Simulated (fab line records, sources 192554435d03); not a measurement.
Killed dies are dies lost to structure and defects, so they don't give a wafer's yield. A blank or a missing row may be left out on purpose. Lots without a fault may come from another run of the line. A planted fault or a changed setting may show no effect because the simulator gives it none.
Split-lot experiment :: flow n5Finfet :: on a route of 1938 steps: 7 lots, 21 wafers read

SPLIT DETAILS
At N5_BEOL_M3_PECVD_72 (deposits SiO2 from TEOS/O2, target thk 16 nm, time 18 s), the setting timeS was moved away from the recipe's 18 s on 4 of the 21 wafers read, by -6.9% to +8.1%. For the rest of the wafers, this setting stayed at what the recipe calls for.

The split's own step is where the reading is taken.

THE READING
SiO2_of_BEOL_M3_PECVD_72.thkNm (the simulator's own value, which no gauge read), in nm, at N5_BEOL_M3_PECVD_72 (deposits SiO2 from TEOS/O2, target thk 16 nm, time 18 s). The file does not state a usual value for it. Across the 17 wafers here that went through the recipe, the average is 16.0 nm and the standard deviation 0.26 nm.

wafer: L076.1
tool, chamber at the split: pecvd-03, 0,2
timeS as run, s: 18
against the recipe: recipe
SiO2_of_BEOL_M3_PECVD_72.thkNm, nm: 15.6
against lot-mates on the recipe: -

wafer: L076.2
tool, chamber at the split: pecvd-03, 0,2
timeS as run, s: 18
against the recipe: recipe
SiO2_of_BEOL_M3_PECVD_72.thkNm, nm: 15.6
against lot-mates on the recipe: -

wafer: L076.6
tool, chamber at the split: pecvd-03, 2
timeS as run, s: 18
against the recipe: recipe
SiO2_of_BEOL_M3_PECVD_72.thkNm, nm: 16
against lot-mates on the recipe: -

wafer: L082.2
tool, chamber at the split: pecvd-03, 1
timeS as run, s: 18
against the recipe: recipe
SiO2_of_BEOL_M3_PECVD_72.thkNm, nm: 15.8
against lot-mates on the recipe: -

wafer: L082.3
tool, chamber at the split: pecvd-03, 0
timeS as run, s: 18
against the recipe: recipe
SiO2_of_BEOL_M3_PECVD_72.thkNm, nm: 15.6
against lot-mates on the recipe: -

wafer: L082.4
tool, chamber at the split: pecvd-03, 2
timeS as run, s: 18
against the recipe: recipe
SiO2_of_BEOL_M3_PECVD_72.thkNm, nm: 16.2
against lot-mates on the recipe: -

wafer: L087.2
tool, chamber at the split: pecvd-04, 0
timeS as run, s: 18
against the recipe: recipe
SiO2_of_BEOL_M3_PECVD_72.thkNm, nm: 15.8
against lot-mates on the recipe: -

wafer: L087.3
tool, chamber at the split: pecvd-04, 1
timeS as run, s: 18
against the recipe: recipe
SiO2_of_BEOL_M3_PECVD_72.thkNm, nm: 15.6
against lot-mates on the recipe: -

wafer: L087.6
tool, chamber at the split: pecvd-04, 1
timeS as run, s: 18
against the recipe: recipe
SiO2_of_BEOL_M3_PECVD_72.thkNm, nm: 16
against lot-mates on the recipe: -

wafer: L089.2
tool, chamber at the split: pecvd-04, 1
timeS as run, s: 19.46
against the recipe: +8.1%
SiO2_of_BEOL_M3_PECVD_72.thkNm, nm: 17.6
against lot-mates on the recipe: +1.4

wafer: L089.3
tool, chamber at the split: pecvd-04, 2
timeS as run, s: 18
against the recipe: recipe
SiO2_of_BEOL_M3_PECVD_72.thkNm, nm: 16.2
against lot-mates on the recipe: -

wafer: L089.5
tool, chamber at the split: pecvd-04, 2
timeS as run, s: 18
against the recipe: recipe
SiO2_of_BEOL_M3_PECVD_72.thkNm, nm: 16.2
against lot-mates on the recipe: -

wafer: L092.1
tool, chamber at the split: pecvd-03, 1
timeS as run, s: 16.76
against the recipe: -6.9%
SiO2_of_BEOL_M3_PECVD_72.thkNm, nm: 15
against lot-mates on the recipe: -0.8

wafer: L092.3
tool, chamber at the split: pecvd-03, 0
timeS as run, s: 18
against the recipe: recipe
SiO2_of_BEOL_M3_PECVD_72.thkNm, nm: 15.8
against lot-mates on the recipe: -

wafer: L092.6
tool, chamber at the split: pecvd-03, 2
timeS as run, s: 16.76
against the recipe: -6.9%
SiO2_of_BEOL_M3_PECVD_72.thkNm, nm: 15.2
against lot-mates on the recipe: -0.6

wafer: L094.1
tool, chamber at the split: pecvd-04, 2
timeS as run, s: 19.12
against the recipe: +6.2%
SiO2_of_BEOL_M3_PECVD_72.thkNm, nm: 17.2
against lot-mates on the recipe: +0.9

wafer: L094.3
tool, chamber at the split: pecvd-04, 1
timeS as run, s: 18
against the recipe: recipe
SiO2_of_BEOL_M3_PECVD_72.thkNm, nm: 16.2
against lot-mates on the recipe: -

wafer: L094.4
tool, chamber at the split: pecvd-04, 2
timeS as run, s: 18
against the recipe: recipe
SiO2_of_BEOL_M3_PECVD_72.thkNm, nm: 16.4
against lot-mates on the recipe: -

wafer: L097.1
tool, chamber at the split: pecvd-03, 1,2,0
timeS as run, s: 18
against the recipe: recipe
SiO2_of_BEOL_M3_PECVD_72.thkNm, nm: 16.2
against lot-mates on the recipe: -

wafer: L097.3
tool, chamber at the split: pecvd-03, 1,2,0
timeS as run, s: 18
against the recipe: recipe
SiO2_of_BEOL_M3_PECVD_72.thkNm, nm: 16.2
against lot-mates on the recipe: -

wafer: L097.5
tool, chamber at the split: pecvd-03, 1,2,0
timeS as run, s: 18
against the recipe: recipe
SiO2_of_BEOL_M3_PECVD_72.thkNm, nm: 16.2
against lot-mates on the recipe: -
When a row names more than one chamber, that row covers several wafers, and the file does not tell which wafer ran in which chamber.

THE FIT
A straight line over all 21 wafers: SiO2_of_BEOL_M3_PECVD_72.thkNm changes by +0.165 nm for each +1% of timeS; r = +0.89; the points scatter about the line by 0.27 nm.
The same after taking each lot's own level away (the mean of its wafers on the recipe; 21 wafers): +0.133 nm for each +1%; r = +0.93; scatter 0.18 nm.
According to that fit, moving timeS by its largest amount changes the reading by 1.1 nm.
Measured against the standard deviation above, the lots' own levels, which go from 15.73 to 16.30 nm, span 2.1 times it.
So the lot-to-lot level changes the slope: the two fits differ.
Check: +0.952 nm against its lot-mates is what the line predicts for one of the wafers moved furthest among these (+8.1%) when that wafer is left out of the fit. Against them it came out at +1.4 nm.

ADDITIONAL SPLITS CARRIED BY THESE WAFERS
These wafers also went through other splits before the reading. Each is held against what the fit with the lots' levels taken away leaves over:
other split on the same wafers: N5_BEOL_M0_SAQP_EXPOSE_37 doseMj
wafers away from the commonest value: 5
r with SiO2_of_BEOL_M3_PECVD_72.thkNm (lot level and that fit taken away): +0.20

other split on the same wafers: N5_BEOL_M0_ETCH_109 biasW
wafers away from the commonest value: 6
r with SiO2_of_BEOL_M3_PECVD_72.thkNm (lot level and that fit taken away): -0.01

other split on the same wafers: N5_BEOL_M1_COAT_62 spinRpm
wafers away from the commonest value: 7
r with SiO2_of_BEOL_M3_PECVD_72.thkNm (lot level and that fit taken away): +0.38

other split on the same wafers: N5_BEOL_M1_EXPOSE_08 doseMj
wafers away from the commonest value: 3
r with SiO2_of_BEOL_M3_PECVD_72.thkNm (lot level and that fit taken away): -0.33

THE FILE'S OWN FIT
SiO2_of_BEOL_M3_PECVD_72.thkNm changes by +0.143 nm for each +1% of timeS, r = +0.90.
